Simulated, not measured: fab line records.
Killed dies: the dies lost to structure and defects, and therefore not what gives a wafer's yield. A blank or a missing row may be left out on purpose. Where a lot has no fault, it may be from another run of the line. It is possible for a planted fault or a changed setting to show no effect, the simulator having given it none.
The tool behind it: which one? -- flow nand harc -- 6 lots with 18 wafers sampled at 4 steps, on a route of 1302 steps

## WHAT THE GAUGES SHOWED, per wafer
NHARC_P_GATE_INSPECT_68.
lot,measured,on,raw defect count
L135,day 6 19:30,defect inspect-02,375 362 262
L136,day 7 06:05,defect inspect-02,179 170 357
L138,day 8 02:53,defect inspect-01,115 230 181
L142,day 9 17:46,defect inspect-01,126 143 120
L145,day 10 20:20,defect inspect-01,207 171 155
L148,day 11 20:15,defect inspect-02,953 931 815

## WHICH TOOL RAN EACH LOT (tool, then ch and the chambers of the sampled wafers, then the start)
lot,NHARC_P_GATE_STRIP_111,NHARC_P_GATE_STRIP_76,NHARC_P_GATE_SPUTTER_79
L135,"plasma asher-02 ch 0,1, day 6 13:47","plasma asher-02 ch 0,1, day 6 15:37","pvd sputter-03, day 6 18:43"
L136,"plasma asher-02 ch 0,1, day 7 00:12","plasma asher-02 ch 0,1, day 7 02:06","pvd sputter-03, day 7 05:18"
L138,"plasma asher-02 ch 0,1, day 7 21:03","plasma asher-02 ch 0,1, day 7 23:01","pvd sputter-02, day 8 02:07"
L142,"plasma asher-01 ch 0,1, day 9 11:41","plasma asher-01 ch 0,1, day 9 13:46","pvd sputter-03, day 9 16:59"
L145,"plasma asher-01 ch 0,1, day 10 14:37","plasma asher-01 ch 0,1, day 10 16:27","pvd sputter-03, day 10 19:33"
L148,"plasma asher-01 ch 0,1, day 11 13:49","plasma asher-01 ch 0,1, day 11 15:47","pvd sputter-03, day 11 19:28"
- NHARC_P_GATE_STRIP_111: strips in N2/H2, time 250 s.
- NHARC_P_GATE_STRIP_76: strips in O2.
- NHARC_P_GATE_SPUTTER_79: material TiN, target thk 10 nm.

## THE ANSWER, worked out from the rows above alone
Rule: usual is defined by the lots themselves. Put in order of their means at a reading, lots are off if they are a third of the lots or fewer, leave a main group of 4 or more, and stand apart from it by a gap of 3 or more times the standard deviation of the main group's means; of several such gaps the widest counts. Not used: any main group whose means are identical at the precision the tables above print for the reading. A lot without any number at a reading at which 4 lots or more have one is off too. The other lots that the step has rows for count as sound.
Off, at NHARC_P_GATE_INSPECT_68 on raw defect count: L148. The main group: mean 210, standard deviation 70.
A tool fits if, at a process step before that reading, it ran every lot that is off, and no sound lot after the first of them. The gauges at NHARC_P_GATE_INSPECT_68 are tried like those tools. Can't be told from this: 3 tools fit, plasma asher-01 at NHARC_P_GATE_STRIP_111 and NHARC_P_GATE_STRIP_76, pvd sputter-03 at NHARC_P_GATE_SPUTTER_79, defect inspect-02 at NHARC_P_GATE_INSPECT_68.

## WHAT HAD BEEN PUT IN BY THE SIMULATOR
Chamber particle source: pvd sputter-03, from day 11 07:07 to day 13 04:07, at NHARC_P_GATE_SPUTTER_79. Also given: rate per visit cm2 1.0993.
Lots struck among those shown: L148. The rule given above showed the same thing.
